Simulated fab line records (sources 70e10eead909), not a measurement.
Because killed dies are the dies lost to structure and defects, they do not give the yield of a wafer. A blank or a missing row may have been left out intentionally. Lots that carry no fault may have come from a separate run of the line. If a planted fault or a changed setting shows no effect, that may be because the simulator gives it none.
Matching of chambers | flow nandHarc | NHARC_A_STAIRCASE_CMP_152 on cmp-03: 4 sister chambers
The step polishes. 8 wafers are shown with their chamber, then 7 later ones without.

WAFERS WITH THEIR CHAMBER
wafer  | chamber | motorCurrentA (A) | padLifeWafers
L078.2 | 2       | 12.1              | 48
L078.3 | 1       | 11.8              | 51
L082.3 | 1       | 12.5              | 261
L081.1 | 0       | 12.5              | 270
L081.2 | 3       | 13.3              | 273
L084.1 | 0       | 11.9              | 351
L084.2 | 3       | 12.5              | 350
L084.4 | 2       | 12.4              | 349

WAFERS MISSING THEIR CHAMBER
wafer  | motorCurrentA (A) | padLifeWafers
L088.1 | 12.6              | 62
L088.2 | 12.5              | 61
L088.3 | 12.5              | 60
L087.3 | 12.0              | 114
L095.1 | 12.8              | 392
L095.2 | 12.6              | 390
L095.3 | 11.9              | 393

WHICH CHAMBER EACH ONE RAN IN
wafer  | from the rows above               | in truth
L088.1 | can't be placed: 1 or 2 or 3 or 0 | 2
L088.2 | can't be placed: 1 or 2 or 0 or 3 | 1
L088.3 | can't be placed: 1 or 2 or 0 or 3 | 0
L087.3 | can't be placed: 1 or 2 or 0      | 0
L095.1 | can't be placed: 3 or 0 or 2 or 1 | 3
L095.2 | can't be placed: 3 or 0 or 2 or 1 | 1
L095.3 | can't be placed: 0 or 2 or 1 or 3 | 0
Placed correctly: 0 of 7. From these rows, 7 cannot be placed; in 7 the true chamber is one of the candidates. Placed wrongly: 0.
How it was worked out, from the rows above alone: a wafer's distance from a chamber is the root of the sum, over the readings, of the square of ((its reading less the chamber's mean) divided by the reading's scatter). The wafer belongs to the nearest chamber; if the next one is less than 2 further off, it can't be placed. The mean given for a chamber averages the wafers shown for that chamber. The scatter is the square root of a quotient: the sum, over the shown wafers, of each reading's squared deviation from its chamber's mean, divided by wafers minus chambers.
